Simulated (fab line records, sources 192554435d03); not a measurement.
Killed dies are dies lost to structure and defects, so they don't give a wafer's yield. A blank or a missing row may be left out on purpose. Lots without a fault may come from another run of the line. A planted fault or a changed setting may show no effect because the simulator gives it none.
Split-lot experiment | flow n5_finfet | 7 lots, 39 wafers read, on a route of 1938 steps

THE SPLIT
At N5_BEOL_M4_DESCUM_33 (chemistry O2, time 7 s), the setting time_s was moved away from the recipe's 7 s on 15 of the 39 wafers read, by +33.0% to +48.9%. The other wafers ran this setting at the recipe's value.

The file shows no step between the split and the reading.

THE READING
CAR-EUV_of_BEOL_M4_COAT_22.thk_nm (the simulator's own value, which no gauge read), in nm, at N5_BEOL_M4_ETCH_77 (etches underlayer in N2/H2, target depth 6.5 nm, time 5.2 s). The file gives no usual value for it. The 24 wafers here that ran the recipe average 20.4 nm, standard deviation 0.058 nm.

wafer  | tool, chamber at the split | time_s as run, s | against the recipe | CAR-EUV_of_BEOL_M4_COAT_22.thk_nm, nm | against lot-mates on the recipe
L077.1 | rie_diel-01, 0             | 7                | recipe             | 20.6                                  | -
L077.3 | rie_diel-01, 3             | 7                | recipe             | 20.4                                  | -
L077.6 | rie_diel-01, 0             | 7                | recipe             | 20.4                                  | -
L085.1 | rie_diel-03, 1,0           | 7                | recipe             | 20.4                                  | -
L085.5 | rie_diel-03, 0             | 7                | recipe             | 20.4                                  | -
L085.2 | rie_diel-03, 2,3,3         | 9.757            | +39.4%             | 19.2                                  | -1.1
L085.3 | rie_diel-03, 2,3,3         | 9.757            | +39.4%             | 19                                    | -1.3
L085.6 | rie_diel-03, 2,3,3         | 9.757            | +39.4%             | 19                                    | -1.3
L085.4 | rie_diel-03, 1,0           | 7                | recipe             | 20.2                                  | -
L087.1 | rie_diel-03, 3,3,1         | 9.909            | +41.6%             | 19                                    | -1.4
L087.5 | rie_diel-03, 3,3,1         | 9.909            | +41.6%             | 19                                    | -1.4
L087.2 | rie_diel-03, 0,1,0         | 7                | recipe             | 20.4                                  | -
L087.3 | rie_diel-03, 0,1,0         | 7                | recipe             | 20.4                                  | -
L087.4 | rie_diel-03, 0,1,0         | 7                | recipe             | 20.4                                  | -
L087.6 | rie_diel-03, 3,3,1         | 9.909            | +41.6%             | 18.8                                  | -1.6
L090.1 | rie_diel-01, 1             | 9.524            | +36.1%             | 19                                    | -1.4
L090.2 | rie_diel-01, 3             | 9.524            | +36.1%             | 19                                    | -1.4
L090.6 | rie_diel-01, 1             | 9.524            | +36.1%             | 19                                    | -1.4
L090.3 | rie_diel-01, 0,2,0         | 7                | recipe             | 20.4                                  | -
L090.4 | rie_diel-01, 0,2,0         | 7                | recipe             | 20.4                                  | -
L090.5 | rie_diel-01, 0,2,0         | 7                | recipe             | 20.4                                  | -
L093.1 | rie_diel-03, 1,0           | 7                | recipe             | 20.4                                  | -
L093.2 | rie_diel-03, 1,0           | 7                | recipe             | 20.4                                  | -
L093.5 | rie_diel-03, 1             | 7                | recipe             | 20.4                                  | -
L093.3 | rie_diel-03, 3             | 10.42            | +48.9%             | 18.6                                  | -1.8
L093.4 | rie_diel-03, 2             | 10.42            | +48.9%             | 18.8                                  | -1.6
L093.6 | rie_diel-03, 2             | 10.42            | +48.9%             | 18.8                                  | -1.6
L095.1 | rie_diel-03, 1,1,2         | 9.308            | +33.0%             | 19.2                                  | -1.2
L095.5 | rie_diel-03, 1,1,2         | 9.308            | +33.0%             | 19.2                                  | -1.2
L095.6 | rie_diel-03, 1,1,2         | 9.308            | +33.0%             | 19.2                                  | -1.2
L095.2 | rie_diel-03, 2,3,0         | 7                | recipe             | 20.4                                  | -
L095.3 | rie_diel-03, 2,3,0         | 7                | recipe             | 20.4                                  | -
L095.4 | rie_diel-03, 2,3,0         | 7                | recipe             | 20.4                                  | -
L097.1 | rie_diel-05, 0,3,1,2,0     | 7                | recipe             | 20.4                                  | -
L097.2 | rie_diel-05, 0,3,1,2,0     | 7                | recipe             | 20.4                                  | -
L097.3 | rie_diel-05, 0,3,1,2,0     | 7                | recipe             | 20.4                                  | -
L097.4 | rie_diel-05, 0,3,1,2,0     | 7                | recipe             | 20.4                                  | -
L097.5 | rie_diel-05, 1             | 7                | recipe             | 20.4                                  | -
L097.6 | rie_diel-05, 0,3,1,2,0     | 7                | recipe             | 20.4                                  | -
Where a row lists several chambers, the file gives one row for several wafers and doesn't say which wafer went through which chamber.

THE FIT
A straight line over all 39 wafers: CAR-EUV_of_BEOL_M4_COAT_22.thk_nm changes by -0.0353 nm for each +1% of time_s; r = -0.99; the points scatter about the line by 0.079 nm.
The same after taking each lot's own level away (the mean of its wafers on the recipe; 39 wafers): -0.035 nm for each +1%; r = -0.99; scatter 0.081 nm.
On that fit, the largest move of time_s shifts the reading by 1.7 nm.
The lots' own levels span 20.33 to 20.47 nm, that is 2.3 times the standard deviation above.
So the lot-to-lot level changes the slope little: the two slopes agree.
Check: with one of the wafers moved furthest among these (+48.9%) left out of the fit, the line predicts -1.7 nm for it against its lot-mates. It came out at -1.8 nm against them.

OTHER SPLITS ON THESE WAFERS
These wafers also went through other splits before the reading. Each is held against what the fit with the lots' levels taken away leaves over:
other split on the same wafers     | wafers away from the commonest value | r with CAR-EUV_of_BEOL_M4_COAT_22.thk_nm (lot level and that fit taken away)
N5_BEOL_M1_ETCH_64 time_s          | 12                                   | +0.19
N5_BEOL_M3_ILD_DEP_00 target_thk_a | 12                                   | -0.02

THE WHOLE CHAIN: every reading that the file lists as answering this split, in the file's order
step                 | what it does                                                | reading                                                                            | change (the file's fit)                | r (the file's)
N5_BEOL_M4_DESCUM_33 | chemistry O2, time 7 s                                      | CAR-EUV_of_BEOL_M4_COAT_22.thk_nm (the simulator's own value, which no gauge read) | -0.0337 nm for each +1% of the setting | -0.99
N5_BEOL_M4_ETCH_77   | etches underlayer in N2/H2, target depth 6.5 nm, time 5.2 s | CAR-EUV_of_BEOL_M4_COAT_22.thk_nm (the simulator's own value, which no gauge read) | -0.0351 nm for each +1% of the setting | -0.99

THE FILE'S OWN FIT
CAR-EUV_of_BEOL_M4_COAT_22.thk_nm changes by -0.0351 nm for each +1% of time_s, r = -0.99.
